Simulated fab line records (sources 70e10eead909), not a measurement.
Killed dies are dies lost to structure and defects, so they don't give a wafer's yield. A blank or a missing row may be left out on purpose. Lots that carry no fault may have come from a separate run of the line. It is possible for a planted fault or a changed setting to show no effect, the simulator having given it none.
Matching of chambers ; flow nand_harc ; NHARC_A_CHANNEL_FILL_D2_ETCHBACK_19 on rie_si-02 has 4 sister chambers
The step etches the open film in HBr/Cl2, target depth 5 nm, time 1.7 s. 4 wafers are shown with their chamber, then 9 later ones without.

== WAFERS, EACH WITH ITS CHAMBER ==
wafer;chamber;drypump_motor_current_A (A)
L082.5;2;4.9
L089.4;0;5.3
L090.2;1;6.7
L090.6;3;5.8

== WAFERS MISSING THEIR CHAMBER ==
wafer;drypump_motor_current_A (A)
L091.1;6.6
L091.4;5.2
L091.5;5.2
L095.1;5.8
L095.4;4.9
L095.6;4.9
L096.1;6.6
L096.5;5.8
L096.6;4.9

== WHICH CHAMBER EACH WENT THROUGH ==
wafer;from the rows above;in truth
L091.1;1;1
L091.4;0;0
L091.5;0;0
L095.1;3;3
L095.4;2;2
L095.6;2;2
L096.1;1;1
L096.5;3;3
L096.6;2;2
9 of 9 placed correctly. Left unplaced by these rows: 0. Placed wrongly: 0.
How it was worked out, from the rows above alone: a wafer's distance from a chamber is the root of the sum, over the readings, of the square of ((its reading less the chamber's mean) divided by the reading's scatter). If the next closest chamber is less than 2 further off than the closest, the wafer can't be placed; otherwise it belongs to the closest. For every chamber, the mean is computed from those of its wafers that are shown. The scatter (one wafer shown for each chamber): square how far every hidden wafer sits from the nearest shown wafer, average those squares and take the square root.
